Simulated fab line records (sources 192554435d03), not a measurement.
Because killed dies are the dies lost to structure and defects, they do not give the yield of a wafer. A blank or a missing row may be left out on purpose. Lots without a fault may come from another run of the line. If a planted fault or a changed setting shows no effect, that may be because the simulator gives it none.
Matching of chambers ; flow n5Finfet ; N5_BEOL_M9_PECVD_70 on pecvd-04 has 3 sister chambers
The step deposits SiO2 from TEOS/O2, target thk 20 nm, time 22.7 s. 20 wafers are shown with their chamber, then 10 later ones without.

WAFERS WITH THEIR CHAMBER
wafer;chamber;throttleValvePct (%);showerheadPlenumPTorr (Torr);heaterPowerW (W)
L081.2;2;22.3;8.79;737
L081.3;2;22.3;8.80;731
L081.5;2;22.2;8.77;755
L080.1;2;22.2;8.79;749
L080.2;0;23.3;8.89;627
L080.6;0;23.3;8.90;619
L079.3;0;23.1;8.88;721
L079.4;0;23.4;8.88;708
L079.6;1;25.0;8.83;724
L085.1;1;24.9;8.85;708
L085.2;2;22.3;8.75;783
L085.3;0;23.4;8.87;631
L085.4;2;22.4;8.79;749
L085.5;1;25.1;8.84;691
L085.6;0;23.3;8.90;603
L086.4;0;23.4;8.88;619
L086.5;2;22.5;8.79;789
L086.6;1;25.0;8.87;728
L089.3;0;23.3;8.89;738
L089.4;2;22.2;8.81;845

SIGNATURES (means of the wafers above)
reading;chamber 0;chamber 1;chamber 2;scatter within a chamber
throttleValvePct;23.312;25.000;22.300;0.0996
showerheadPlenumPTorr;8.8863;8.8475;8.7862;0.0154
heaterPowerW;658.25;712.75;767.25;42.9
Rule: for a wafer and a chamber, the distance is found by dividing, reading by reading, the gap between the wafer's reading and the chamber's mean by the reading's scatter, squaring, summing and taking the root. If the next closest chamber is less than 2 further off than the closest, the wafer can't be placed; otherwise it belongs to the closest. The scatter is the square root of a quotient: the sum, over the shown wafers, of each reading's squared deviation from its chamber's mean, divided by wafers minus chambers.

WAFERS WHOSE CHAMBER IS MISSING
wafer;throttleValvePct (%);showerheadPlenumPTorr (Torr);heaterPowerW (W)
L089.6;25.0;8.86;689
L092.1;22.3;8.78;853
L092.4;22.1;8.81;828
L092.5;23.4;8.88;718
L087.1;23.6;8.88;741
L087.3;24.8;8.85;749
L087.5;23.5;8.89;745
L095.2;22.6;8.79;768
L095.5;25.2;8.84;691
L095.6;23.4;8.87;712

WHICH CHAMBER EACH ONE RAN IN
wafer;from the rows above;in truth
L089.6;1;1
L092.1;2;2
L092.4;2;2
L092.5;0;0
L087.1;0;0
L087.3;1;1
L087.5;0;0
L095.2;2;2
L095.5;1;1
L095.6;0;0
10 of 10 placed correctly. Left unplaced by these rows: 0. Number placed wrongly: 0.
